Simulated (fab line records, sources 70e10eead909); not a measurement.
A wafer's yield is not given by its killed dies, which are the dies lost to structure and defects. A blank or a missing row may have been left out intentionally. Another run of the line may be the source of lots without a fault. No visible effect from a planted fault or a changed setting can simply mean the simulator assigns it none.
Matching of chambers	flow nand harc	NHARC_A_WL_FILL_ETCHBACK_26 on rie si-06: 4 sister chambers
The step etches the open film in HBr, target depth 52 nm, time 13.3 s. 4 wafers are shown with their chamber, then 7 later ones without.

WAFERS, EACH WITH ITS CHAMBER
wafer	chamber	drypump motor current A (A)
L788.4	2	5.0
L788.6	0	5.7
L786.4	3	6.2
L786.5	1	6.0

WAFERS WITH NO CHAMBER GIVEN
wafer	drypump motor current A (A)
L786.6	5.7
L792.2	6.0
L792.4	5.6
L792.5	5.0
L796.3	6.0
L796.5	6.1
L796.6	5.0

WHICH CHAMBER EACH ONE RAN IN
wafer	from the rows above	in truth
L786.6	0	0
L792.2	1	1
L792.4	0	0
L792.5	2	2
L796.3	1	1
L796.5	can't be placed: 1 or 3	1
L796.6	2	2
6 of 7 placed correctly. Cannot be placed on the basis of these rows: 1; the candidates contain the true chamber in 1. 0 placed wrongly.
How it was worked out, from the rows above alone: a wafer's distance from a chamber is the root of the sum, over the readings, of the square of ((its reading less the chamber's mean) divided by the reading's scatter). If the next closest chamber is less than 2 further off than the closest, the wafer can't be placed; otherwise it belongs to the closest. For every chamber, the mean is computed from those of its wafers that are shown. The scatter (one wafer shown for each chamber): square how far every hidden wafer sits from the nearest shown wafer, average those squares and take the square root.
